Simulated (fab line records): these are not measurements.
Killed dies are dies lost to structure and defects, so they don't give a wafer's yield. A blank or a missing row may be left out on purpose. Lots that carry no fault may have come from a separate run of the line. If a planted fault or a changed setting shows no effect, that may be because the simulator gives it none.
Matching of chambers :: flow n5-finfet :: uv-cure-02 running N5_BEOL_M5_CURE_80: 3 sister chambers
The step cures SiCOH lowk, time 120 s. 16 wafers are shown with their chamber, then 8 later ones without.

WAFERS PAIRED WITH THEIR CHAMBERS
wafer: L075.1
chamber: 2
wafer_temp_C_max: 371.7
lamp-power-pct (%): 52.42

wafer: L075.5
chamber: 2
wafer_temp_C_max: 371.0
lamp-power-pct (%): 52.31

wafer: L075.6
chamber: 2
wafer_temp_C_max: 371.6
lamp-power-pct (%): 52.27

wafer: L078.1
chamber: 0
wafer_temp_C_max: 372.2
lamp-power-pct (%): 52.35

wafer: L078.5
chamber: 0
wafer_temp_C_max: 371.7
lamp-power-pct (%): 52.34

wafer: L078.6
chamber: 0
wafer_temp_C_max: 372.4
lamp-power-pct (%): 52.27

wafer: L081.1
chamber: 1
wafer_temp_C_max: 372.0
lamp-power-pct (%): 52.24

wafer: L081.2
chamber: 1
wafer_temp_C_max: 371.7
lamp-power-pct (%): 52.32

wafer: L081.5
chamber: 1
wafer_temp_C_max: 371.8
lamp-power-pct (%): 52.30

wafer: L085.1
chamber: 1
wafer_temp_C_max: 371.4
lamp-power-pct (%): 52.32

wafer: L085.4
chamber: 1
wafer_temp_C_max: 372.1
lamp-power-pct (%): 52.27

wafer: L085.5
chamber: 1
wafer_temp_C_max: 372.3
lamp-power-pct (%): 52.36

wafer: L090.3
chamber: 1
wafer_temp_C_max: 370.7
lamp-power-pct (%): 52.33

wafer: L090.5
chamber: 1
wafer_temp_C_max: 371.6
lamp-power-pct (%): 52.35

wafer: L090.6
chamber: 1
wafer_temp_C_max: 371.7
lamp-power-pct (%): 52.28

wafer: L089.2
chamber: 2
wafer_temp_C_max: 371.4
lamp-power-pct (%): 52.38

SIGNATURES, as means of the wafers listed above
reading: wafer_temp_C_max
chamber 0: 372.100
chamber 1: 371.700
chamber 2: 371.425
scatter within a chamber: 0.418

reading: lamp-power-pct
chamber 0: 52.3200
chamber 1: 52.3078
chamber 2: 52.3450
scatter within a chamber: 0.0478
Rule: a wafer lies at a distance from a chamber equal to the root of the sum of squares, over the readings, of (its reading less the chamber's mean, divided by the reading's scatter). If the next closest chamber is less than 2 further off than the closest, the wafer can't be placed; otherwise it belongs to the closest. The scatter is the square root of a quotient: the sum, over the shown wafers, of each reading's squared deviation from its chamber's mean, divided by wafers minus chambers.

WAFERS WHOSE CHAMBER IS MISSING
wafer: L089.4
wafer_temp_C_max: 371.2
lamp-power-pct (%): 52.35

wafer: L089.6
wafer_temp_C_max: 371.0
lamp-power-pct (%): 52.39

wafer: L093.2
wafer_temp_C_max: 372.0
lamp-power-pct (%): 52.39

wafer: L093.4
wafer_temp_C_max: 372.2
lamp-power-pct (%): 52.32

wafer: L093.5
wafer_temp_C_max: 372.9
lamp-power-pct (%): 52.36

wafer: L097.1
wafer_temp_C_max: 372.1
lamp-power-pct (%): 52.30

wafer: L097.2
wafer_temp_C_max: 371.4
lamp-power-pct (%): 52.36

wafer: L097.6
wafer_temp_C_max: 372.3
lamp-power-pct (%): 52.37

CHAMBER TAKEN BY EACH
wafer: L089.4
from the rows above: can't be placed: 2 or 1 or 0
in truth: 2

wafer: L089.6
from the rows above: can't be placed: 2 or 1 or 0
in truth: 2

wafer: L093.2
from the rows above: can't be placed: 0 or 2 or 1
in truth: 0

wafer: L093.4
from the rows above: can't be placed: 0 or 1 or 2
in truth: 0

wafer: L093.5
from the rows above: can't be placed: 0 or 1 or 2
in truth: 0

wafer: L097.1
from the rows above: can't be placed: 0 or 1 or 2
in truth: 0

wafer: L097.2
from the rows above: can't be placed: 2 or 1 or 0
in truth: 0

wafer: L097.6
from the rows above: can't be placed: 0 or 1 or 2
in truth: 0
Correct placement for 0 of the 8. Unplaceable from these rows: 8, with the true chamber sitting among the candidates in 8. Placed wrongly: 0.
